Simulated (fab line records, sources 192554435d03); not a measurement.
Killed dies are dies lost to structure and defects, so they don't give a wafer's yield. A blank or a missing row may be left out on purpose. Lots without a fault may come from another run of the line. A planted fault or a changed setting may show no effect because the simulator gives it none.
Chamber matching | flow n5_finfet | N5_BEOL_M7_ALD_77 on ald_metal-03: 4 sister chambers
The step deposits TaN, target thk 2 nm, pulse time 2 s, purge time 3 s. 4 wafers are shown with their chamber, then 7 later ones without.

WAFERS WITH THEIR CHAMBER
wafer  | chamber | heater_power_w (W)
L091.2 | 3       | 341
L091.5 | 1       | 444
L092.1 | 2       | 398
L092.4 | 0       | 392

WAFERS WITHOUT THEIR CHAMBER
wafer  | heater_power_w (W)
L092.6 | 433
L093.1 | 396
L093.3 | 440
L093.5 | 392
L094.1 | 401
L094.2 | 341
L094.5 | 392

WHICH CHAMBER EACH WENT THROUGH
wafer  | from the rows above     | in truth
L092.6 | 1                       | 1
L093.1 | can't be placed: 2 or 0 | 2
L093.3 | 1                       | 1
L093.5 | can't be placed: 0 or 2 | 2
L094.1 | can't be placed: 2 or 0 | 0
L094.2 | 3                       | 3
L094.5 | can't be placed: 0 or 2 | 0
Placed correctly: 3 of 7. Can't be placed from these rows: 4 (the true chamber is among the candidates in 4). Placed wrongly: 0.
How it was worked out, from the rows above alone: a wafer's distance from a chamber is the root of the sum, over the readings, of the square of ((its reading less the chamber's mean) divided by the reading's scatter). The wafer belongs to the nearest chamber; if the next one is less than 2 further off, it can't be placed. A chamber's mean is the mean of its shown wafers. The scatter: with one shown wafer a chamber, the root of the mean of the squares of how far each hidden wafer lies from its nearest shown one.
